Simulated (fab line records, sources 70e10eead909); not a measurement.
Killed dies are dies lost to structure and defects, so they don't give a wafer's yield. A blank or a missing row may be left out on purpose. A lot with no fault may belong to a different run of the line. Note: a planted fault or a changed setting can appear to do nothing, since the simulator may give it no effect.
Matching of chambers | flow nand-harc | NHARC_A_STAIRCASE_STRIP_476 on rie-diel-13: 4 sister chambers
The step strips in O2, time 20 s. 8 wafers are shown with their chamber, then 9 later ones without.

WAFERS PAIRED WITH THEIR CHAMBERS
wafer  | chamber | showerhead-plenum-p-Torr (Torr) | drypump-motor-current-A (A)
L077.1 | 2       | 3.72                            | 5.6
L082.4 | 1       | 3.72                            | 6.1
L086.1 | 2       | 3.71                            | 5.5
L086.2 | 1       | 3.72                            | 6.2
L086.4 | 3       | 3.65                            | 5.2
L091.3 | 0       | 3.29                            | 6.4
L091.5 | 3       | 3.65                            | 5.2
L091.6 | 0       | 3.29                            | 6.3

WAFERS WITHOUT THEIR CHAMBER
wafer  | showerhead-plenum-p-Torr (Torr) | drypump-motor-current-A (A)
L090.1 | 3.29                            | 6.3
L090.4 | 3.65                            | 5.2
L090.6 | 3.65                            | 5.2
L092.1 | 3.64                            | 5.2
L092.5 | 3.70                            | 6.1
L092.6 | 3.28                            | 6.3
L096.1 | 3.69                            | 5.5
L096.3 | 3.28                            | 6.3
L096.6 | 3.64                            | 5.2

THE CHAMBER EACH PASSED THROUGH
wafer  | from the rows above | in truth
L090.1 | 0                   | 0
L090.4 | 3                   | 3
L090.6 | 3                   | 3
L092.1 | 3                   | 3
L092.5 | 1                   | 1
L092.6 | 0                   | 0
L096.1 | 2                   | 2
L096.3 | 0                   | 0
L096.6 | 3                   | 3
Correctly placed: 9 of 9. From these rows, 0 cannot be placed. Number placed wrongly: 0.
How it was worked out, from the rows above alone: a wafer's distance from a chamber is the root of the sum, over the readings, of the square of ((its reading less the chamber's mean) divided by the reading's scatter). The wafer belongs to the nearest chamber; if the next one is less than 2 further off, it can't be placed. The mean given for a chamber averages the wafers shown for that chamber. How the scatter is found: for the shown wafers, subtract from each reading the mean of its chamber, square and add these, divide the total by (wafers less chambers), then take the root.
